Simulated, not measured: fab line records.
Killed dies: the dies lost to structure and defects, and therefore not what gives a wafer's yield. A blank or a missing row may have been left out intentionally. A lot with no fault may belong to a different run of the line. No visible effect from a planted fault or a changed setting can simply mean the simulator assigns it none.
Check for tools in common -- flow nand harc -- 6 wafers sampled across 2 lots

THE REASON FOR OPENING IT
On 2 of the 2 lots, a flag is raised at NHARC_END_SORT_01 on the reading killed at other. Wafers without a fault read 0.7, standard deviation 1.2.
Rule: a lot is flagged when every wafer of it that has a number lies more than 4 standard deviations from that mean, or none has a number. The rest of the lots are taken to be sound.

lot,measured,on,"killed at other, wafer by wafer",flag
L473,day 32 22:00,prober-01,638 645 647,FLAGGED
L472,day 33 04:20,prober-02,582 579 588,FLAGGED
Flagged lots average 613.2: +612.5 relative to the usual, that is +99 or more standard deviations.

LOT BY LOT: THE TOOL USED
4 process steps preceding the reading are held in the record, out of 1302 steps in the route. Cell contents, in order: the tool; ch with the chambers the sampled wafers went through; the start.
lot,flag,NHARC_THIN_TSV_DEP_43,NHARC_THIN_TSV_ETCH_44,NHARC_THIN_TSV_PVD_19,NHARC_THIN_TSV_PVD_51
L473,FLAGGED,"pecvd-04 ch 0,1,2, day 32 02:22","rie diel-10 ch 0,3, day 32 03:29","pvd sputter-02, day 32 06:21 or earlier","pvd sputter-02, day 32 06:21"
L472,FLAGGED,"pecvd-01 ch 0,1,2, day 32 03:32","rie diel-05 ch 0,1, day 32 04:34","pvd sputter-03, day 32 07:24 or earlier","pvd sputter-03, day 32 07:24"
What these steps do:
- NHARC_THIN_TSV_DEP_43: deposits SiO2, target thk 1328.5 nm.
- NHARC_THIN_TSV_ETCH_44: etches the open film in CF4/O2, target depth 1594.2 nm, time 797.1 s.
- NHARC_THIN_TSV_PVD_19: deposits TaN, target thk 20 nm.
- NHARC_THIN_TSV_PVD_51: deposits Cu, target thk 100 nm.
- NHARC_END_SORT_01

FLAGGED AGAINST TOTAL, ONE TOOL AT A TIME (gauges that did the reading follow at the end)
step,tool,lots run,flagged,share of the flagged lots,sound lots run after its first flagged lot
NHARC_THIN_TSV_DEP_43,pecvd-01,1,1,some,0
NHARC_THIN_TSV_DEP_43,pecvd-04,1,1,some,0
NHARC_THIN_TSV_ETCH_44,rie diel-05,1,1,some,0
NHARC_THIN_TSV_ETCH_44,rie diel-10,1,1,some,0
NHARC_THIN_TSV_PVD_19,pvd sputter-02,1,1,some,0
NHARC_THIN_TSV_PVD_19,pvd sputter-03,1,1,some,0
NHARC_THIN_TSV_PVD_51,pvd sputter-02,1,1,some,0
NHARC_THIN_TSV_PVD_51,pvd sputter-03,1,1,some,0
NHARC_END_SORT_01,prober-01,1,1,some,0
NHARC_END_SORT_01,prober-02,1,1,some,0
With no start given for some of its lots, NHARC_THIN_TSV_PVD_19 uses the hours and lot order of NHARC_THIN_TSV_PVD_51.

WHAT THE TABLE PERMITS
No row of the table ran every flagged lot.

WHAT HAD BEEN PUT IN BY THE SIMULATOR
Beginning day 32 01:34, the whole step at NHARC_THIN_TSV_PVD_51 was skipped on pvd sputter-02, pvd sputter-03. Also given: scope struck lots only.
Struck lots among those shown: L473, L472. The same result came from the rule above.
